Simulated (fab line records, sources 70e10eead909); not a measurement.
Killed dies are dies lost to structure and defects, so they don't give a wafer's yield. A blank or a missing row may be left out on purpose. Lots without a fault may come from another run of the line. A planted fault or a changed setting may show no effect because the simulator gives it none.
Which tool did it? | flow nand_harc | 10 lots, 30 wafers sampled, at 3 steps of a route of 1159

WHAT THE GAUGES READ, wafer by wafer
NHARC_END_SORT_01.
lot  | measured     | on        | sort_bin_2_pct (%)
L334 | day 20 03:33 | prober-01 | 1.2 1.2 1.2
L337 | day 20 16:45 | prober-01 | 1.2 1.3 0.9
L336 | day 20 11:52 | prober-02 | 1.2 1.5 1.8
L335 | day 20 17:59 | prober-02 | 0.6 1.0 1.2
L344 | day 22 03:38 | prober-02 | 1.0 97.5 1.5
L347 | day 22 11:24 | prober-01 | 0.7 1.8 1.3
L349 | day 22 21:35 | prober-01 | 1.2 1.2 0.7
L354 | day 24 17:08 | prober-01 | 2.2 2.2 2.2
L355 | day 24 22:44 | prober-02 | 2.7 2.1 2.7
L357 | day 25 00:58 | prober-01 | 1.3 2.7 1.0

WHICH TOOL RAN EACH LOT (tool, then ch and the chambers of the sampled wafers, then the start)
lot  | NHARC_A_M1_ANNEAL_31             | NHARC_A_BONDPAD_PVD_27
L334 | rtp_anneal-02 ch 0, day 18 14:20 | pvd_sputter-03, day 18 19:28
L337 | rtp_anneal-02 ch 0, day 18 21:14 | pvd_sputter-02, day 19 01:24
L336 | rtp_anneal-01 ch 0, day 19 02:16 | pvd_sputter-01, day 19 06:10
L335 | rtp_anneal-01 ch 0, day 19 02:59 | pvd_sputter-02, day 19 07:01
L344 | rtp_anneal-01 ch 0, day 20 16:47 | pvd_sputter-02, day 20 20:46
L347 | rtp_anneal-01 ch 0, day 20 22:25 | pvd_sputter-01, day 21 02:34
L349 | rtp_anneal-02 ch 0, day 21 00:44 | pvd_sputter-01, day 21 04:43
L354 | rtp_anneal-01 ch 0, day 23 06:03 | pvd_sputter-01, day 23 10:13
L355 | rtp_anneal-01 ch 0, day 23 12:46 | pvd_sputter-03, day 23 16:49
L357 | rtp_anneal-02 ch 0, day 23 13:35 | pvd_sputter-03, day 23 17:35
- NHARC_A_M1_ANNEAL_31: time 90 s.
- NHARC_A_BONDPAD_PVD_27: deposits Cu, target thk 30 nm, time 20.49 s.

THE ANSWER, worked out from the rows above alone
Rule: what is usual is taken from the lots themselves. Put in order of their means at a reading, lots are off if they are a third of the lots or fewer, leave a main group of 4 or more, and stand apart from it by a gap of 3 or more times the standard deviation of the main group's means; of several such gaps the widest counts. A main group whose means are all the same, to the digits that the tables above print for the reading, isn't used. A lot without any number at a reading at which 4 lots or more have one is off too. The other lots that the step has rows for count as sound.
Off: L344, at NHARC_END_SORT_01 (sort_bin_2_pct). The main group: mean 1.5 %, standard deviation 0.51.
A tool fits if, at a process step before that reading, it ran every lot that is off, and no sound lot after the first of them. The gauges at NHARC_END_SORT_01 are tried like those tools. One fits: pvd_sputter-02 at NHARC_A_BONDPAD_PVD_27. Its last sound lot is L335 (day 19 07:01), its first lot that is off L344 (day 20 20:46): a fault that began between those two fits.

WHAT THE SIMULATOR HAD PUT IN
Process parameter drift: pvd_sputter-02, from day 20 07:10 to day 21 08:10, at NHARC_A_BONDPAD_PVD_27. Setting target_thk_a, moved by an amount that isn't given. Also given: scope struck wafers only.
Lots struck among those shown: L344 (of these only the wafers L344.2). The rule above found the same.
